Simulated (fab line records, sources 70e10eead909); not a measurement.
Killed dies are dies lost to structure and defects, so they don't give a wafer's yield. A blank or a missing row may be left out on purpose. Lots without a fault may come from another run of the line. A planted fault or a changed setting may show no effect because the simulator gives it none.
Problem report in the 8D (eight disciplines) form, filled by code | flow nand_harc | the parts of the form that need people (team, actions taken, sign-off) are left out

1. THE PROBLEM
thk_nm at NHARC_A_ONON_D1_THK_MEAS_30 reads a mean of 1330 nm on 3 wafers of 3 lots; wafers without a fault read 1002 nm with a standard deviation of 8.5. That is +39 standard deviations from the usual mean.
The step: measures by ellipsometry.
First seen on wafer L451.4, day 14 19:36, on film_metro-02. The record holds 43 wafers of 15 lots with a number at this step. Rule for "out", or "out of limits": more than 4 standard deviations from the usual mean. The other wafers with a number count as sound.

2. WHAT IT IS AND WHAT IT IS NOT
question                    | is                           | is not
which readings at this step | thk_nm                       | -
which lots                  | L451, L452, L454             | L436, L437, L438, L439, L440, L441, L442, L443, L444, L445, L448, L458
which wafers of those lots  | L451.4, L452.4, L454.5       | L451.2, L452.1, L454.1, L454.3
read on which gauges        | film_metro-01, film_metro-02 | -
when                        | from day 14 19:36            | up to then (34 sound wafers); but 6 sound wafers of L452, L454, L458 came after

3. SUSPECTS, AND WHAT RULES EACH OUT
Counting: a tool at a process step up to the reading stays a suspect if it ran every lot that is out. Sound lots after the first of them don't rule it out here, since some wafers of a struck lot are sound.
- the gauge at NHARC_A_ONON_D1_THK_MEAS_30: ruled out. The wafers that are out were read on 2 gauges (film_metro-01, film_metro-02).
- pecvd_onon-01 at NHARC_A_ONON_D1_DEP_28 (target thk 1000 nm): kept. It ran every lot that is out, first L451 (day 14 19:08); its last sound lot up to then is L448 (day 13 03:38).
Left after counting: pecvd_onon-01 at NHARC_A_ONON_D1_DEP_28.

4. THE CAUSE (what the simulator had put in)
Process parameter drift: pecvd_onon-01, from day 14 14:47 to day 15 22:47, at NHARC_A_ONON_D1_DEP_28. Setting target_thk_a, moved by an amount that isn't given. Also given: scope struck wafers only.
Counting left only this tool.

5. THE CHAIN OF EFFECTS, in route order
Each row: a reading whose mean over the struck wafers that have a number lies more than 3 standard deviations from the usual. Only readings for which the record gives a usual standard deviation are gone through. hours: the time from each lot's start at the first step in this table that gives one to its start at this step, as a median over the lots. sigmas: the change in usual standard deviations.
hours | step                        | reading | usual   | on struck wafers | change | sigmas
0     | NHARC_A_ONON_D1_THK_MEAS_30 | thk_nm  | 1002 nm | 1330             | +328   | +39

6. WHAT WOULD HAVE CAUGHT IT SOONER
In this record the first reading out of limits at a measuring or inspecting step was taken at day 14 19:36, 5 hours after the fault began at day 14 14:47.
Of the lots that are out (3), L452, L454 began NHARC_A_ONON_D1_DEP_28 on pecvd_onon-01 after day 14 19:36. A hold on the tool at that time would have spared those 2.
